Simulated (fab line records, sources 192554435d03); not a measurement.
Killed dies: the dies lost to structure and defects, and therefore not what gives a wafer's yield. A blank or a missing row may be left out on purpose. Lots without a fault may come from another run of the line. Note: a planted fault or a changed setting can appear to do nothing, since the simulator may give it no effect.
Check for tools in common / flow n5 finfet / Sample size 11 lots and 30 wafers

REASON FOR OPENING
At N5_BEOL_M14_CD_MEAS_28 the reading cd nm is flagged on 2 of 11 lots. No-fault wafers: 282.9 nm, standard deviation 2.5.
Rule: a lot is flagged when every wafer of it that has a number lies more than 4 standard deviations from that mean, or none has a number. As for the other lots, they are considered sound.

lot=L643; measured=day 11 01:34; on=cd sem-03; cd nm (nm), wafer by wafer=282.7 283.0 286.1; flag=
lot=L646; measured=day 11 17:50; on=cd sem-01; cd nm (nm), wafer by wafer=284.2 286.0; flag=
lot=L645; measured=day 11 18:12; on=cd sem-01; cd nm (nm), wafer by wafer=291.5 284.4 287.1; flag=
lot=L649; measured=day 12 15:47; on=cd sem-03; cd nm (nm), wafer by wafer=258.3 254.0 256.1; flag=FLAGGED
lot=L653; measured=day 14 06:37; on=cd sem-02; cd nm (nm), wafer by wafer=262.3 266.0 261.8; flag=FLAGGED
lot=L656; measured=day 14 23:35; on=cd sem-01; cd nm (nm), wafer by wafer=278.1 282.1; flag=
lot=L657; measured=day 15 02:40; on=cd sem-02; cd nm (nm), wafer by wafer=282.7 283.2 278.6; flag=
lot=L660; measured=day 16 03:18; on=cd sem-03; cd nm (nm), wafer by wafer=283.6 284.6 285.9; flag=
lot=L664; measured=day 16 16:31; on=cd sem-03; cd nm (nm), wafer by wafer=285.7 284.3 279.2; flag=
lot=L661; measured=day 17 02:19; on=cd sem-01; cd nm (nm), wafer by wafer=283.3 284.2; flag=
lot=L666; measured=day 18 02:17; on=cd sem-03; cd nm (nm), wafer by wafer=284.8 282.1 286.0; flag=
The numbers of the flagged lots are 259.8 nm on average: -23.1 nm against the usual, or -9 standard deviations.

WHICH TOOL RAN EACH LOT
3 process steps preceding the reading are held in the record, out of 1938 steps in the route. Cell contents, in order: the tool; ch with the chambers the sampled wafers went through; the start.
lot=L643; flag=; N5_BEOL_M13_SPUTTER_45=pvd sputter-03, day 10 22:10; N5_BEOL_M13_DEP_53=pecvd-02 ch 0,1,2, day 10 23:28; N5_BEOL_M14_EXPOSE_25=krf scanner-02 ch 0, day 11 01:24
lot=L646; flag=; N5_BEOL_M13_SPUTTER_45=pvd sputter-01, day 11 15:14; N5_BEOL_M13_DEP_53=pecvd-02 ch 0,1, day 11 16:14; N5_BEOL_M14_EXPOSE_25=krf scanner-01 ch 0, day 11 17:40
lot=L645; flag=; N5_BEOL_M13_SPUTTER_45=pvd sputter-02, day 11 15:40; N5_BEOL_M13_DEP_53=pecvd-01 ch 0,1,2, day 11 16:36; N5_BEOL_M14_EXPOSE_25=krf scanner-01 ch 0, day 11 18:02
lot=L649; flag=FLAGGED; N5_BEOL_M13_SPUTTER_45=pvd sputter-01, day 12 13:22; N5_BEOL_M13_DEP_53=pecvd-02 ch 1,2, day 12 14:19; N5_BEOL_M14_EXPOSE_25=krf scanner-01 ch 0, day 12 15:37
lot=L653; flag=FLAGGED; N5_BEOL_M13_SPUTTER_45=pvd sputter-01, day 14 03:51; N5_BEOL_M13_DEP_53=pecvd-01 ch 1, day 14 04:52; N5_BEOL_M14_EXPOSE_25=krf scanner-01 ch 0, day 14 06:26
lot=L656; flag=; N5_BEOL_M13_SPUTTER_45=pvd sputter-02, day 14 20:55; N5_BEOL_M13_DEP_53=pecvd-02 ch 0,2, day 14 21:52; N5_BEOL_M14_EXPOSE_25=krf scanner-02 ch 0, day 14 23:25
lot=L657; flag=; N5_BEOL_M13_SPUTTER_45=pvd sputter-03, day 14 23:49; N5_BEOL_M13_DEP_53=pecvd-01 ch 1,2, day 15 01:03; N5_BEOL_M14_EXPOSE_25=krf scanner-02 ch 0, day 15 02:29
lot=L660; flag=; N5_BEOL_M13_SPUTTER_45=pvd sputter-03, day 16 00:28; N5_BEOL_M13_DEP_53=pecvd-03 ch 0,1,2, day 16 01:42; N5_BEOL_M14_EXPOSE_25=krf scanner-02 ch 0, day 16 03:07
lot=L664; flag=; N5_BEOL_M13_SPUTTER_45=pvd sputter-01, day 16 13:51; N5_BEOL_M13_DEP_53=pecvd-02 ch 0,1, day 16 14:47; N5_BEOL_M14_EXPOSE_25=krf scanner-02 ch 0, day 16 16:20
lot=L661; flag=; N5_BEOL_M13_SPUTTER_45=pvd sputter-03, day 16 23:40; N5_BEOL_M13_DEP_53=pecvd-03 ch 0,1, day 17 00:38; N5_BEOL_M14_EXPOSE_25=krf scanner-02 ch 0, day 17 02:10
lot=L666; flag=; N5_BEOL_M13_SPUTTER_45=pvd sputter-03, day 17 23:41; N5_BEOL_M13_DEP_53=pecvd-02 ch 0,1, day 18 00:37; N5_BEOL_M14_EXPOSE_25=krf scanner-02 ch 0, day 18 02:07
What these steps do:
- N5_BEOL_M13_SPUTTER_45: material Cu, target thk 80 nm, time 13.33 s.
- N5_BEOL_M13_DEP_53: deposits SiCN from 3MS/NH3, target thk 50 nm, time 17.8 s.
- N5_BEOL_M14_EXPOSE_25: exposes mask M14, target cd 280 nm.
- N5_BEOL_M14_CD_MEAS_28: target cd 284.4 nm.

FLAGGED AGAINST TOTAL, ONE TOOL AT A TIME (gauges that did the reading follow at the end)
step=N5_BEOL_M13_SPUTTER_45; tool=pvd sputter-01; lots run=4; flagged=2; share of the flagged lots=all; sound lots run after its first flagged lot=1 (L664)
step=N5_BEOL_M13_SPUTTER_45; tool=pvd sputter-02; lots run=2; flagged=0; share of the flagged lots=none; sound lots run after its first flagged lot=-
step=N5_BEOL_M13_SPUTTER_45; tool=pvd sputter-03; lots run=5; flagged=0; share of the flagged lots=none; sound lots run after its first flagged lot=-
step=N5_BEOL_M13_DEP_53; tool=pecvd-01; lots run=3; flagged=1; share of the flagged lots=some; sound lots run after its first flagged lot=1 (L657)
step=N5_BEOL_M13_DEP_53; tool=pecvd-02; lots run=6; flagged=1; share of the flagged lots=some; sound lots run after its first flagged lot=3 (L656,L664,L666)
step=N5_BEOL_M13_DEP_53; tool=pecvd-03; lots run=2; flagged=0; share of the flagged lots=none; sound lots run after its first flagged lot=-
step=N5_BEOL_M14_EXPOSE_25; tool=krf scanner-01; lots run=4; flagged=2; share of the flagged lots=all; sound lots run after its first flagged lot=0
step=N5_BEOL_M14_EXPOSE_25; tool=krf scanner-02; lots run=7; flagged=0; share of the flagged lots=none; sound lots run after its first flagged lot=-
step=N5_BEOL_M14_CD_MEAS_28; tool=cd sem-01; lots run=4; flagged=0; share of the flagged lots=none; sound lots run after its first flagged lot=-
step=N5_BEOL_M14_CD_MEAS_28; tool=cd sem-02; lots run=2; flagged=1; share of the flagged lots=some; sound lots run after its first flagged lot=1 (L657)
step=N5_BEOL_M14_CD_MEAS_28; tool=cd sem-03; lots run=5; flagged=1; share of the flagged lots=some; sound lots run after its first flagged lot=3 (L660,L664,L666)

WHAT IS ALLOWED BY THE TABLE
Rows of the table that ran all the flagged lots, 2 in number: pvd sputter-01 at N5_BEOL_M13_SPUTTER_45; krf scanner-01 at N5_BEOL_M14_EXPOSE_25.
- pvd sputter-01 at N5_BEOL_M13_SPUTTER_45 ran 4 lots, 2 of them flagged. Lots that were sound ran on it after the first flagged one (L664); a persistent fault on the entire tool would not allow that.
- krf scanner-01 at N5_BEOL_M14_EXPOSE_25 ran 4 lots, 2 of them flagged. Its last sound lot is L645 (day 11 18:02), its first flagged lot L649 (day 12 15:37): a fault that began between those two fits. Its own readings lie more than 4 standard deviations out on every wafer of the flagged lots: exposure dose mJ cm2.
One tool is left: krf scanner-01 at N5_BEOL_M14_EXPOSE_25.

WHAT HAD BEEN PUT IN BY THE SIMULATOR
Process parameter drift: krf scanner-01, from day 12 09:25 on, at N5_BEOL_M14_EXPOSE_25. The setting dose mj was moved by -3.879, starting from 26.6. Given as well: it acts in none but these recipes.
Shown lots that were struck: L649, L653. The rule given above showed the same thing.
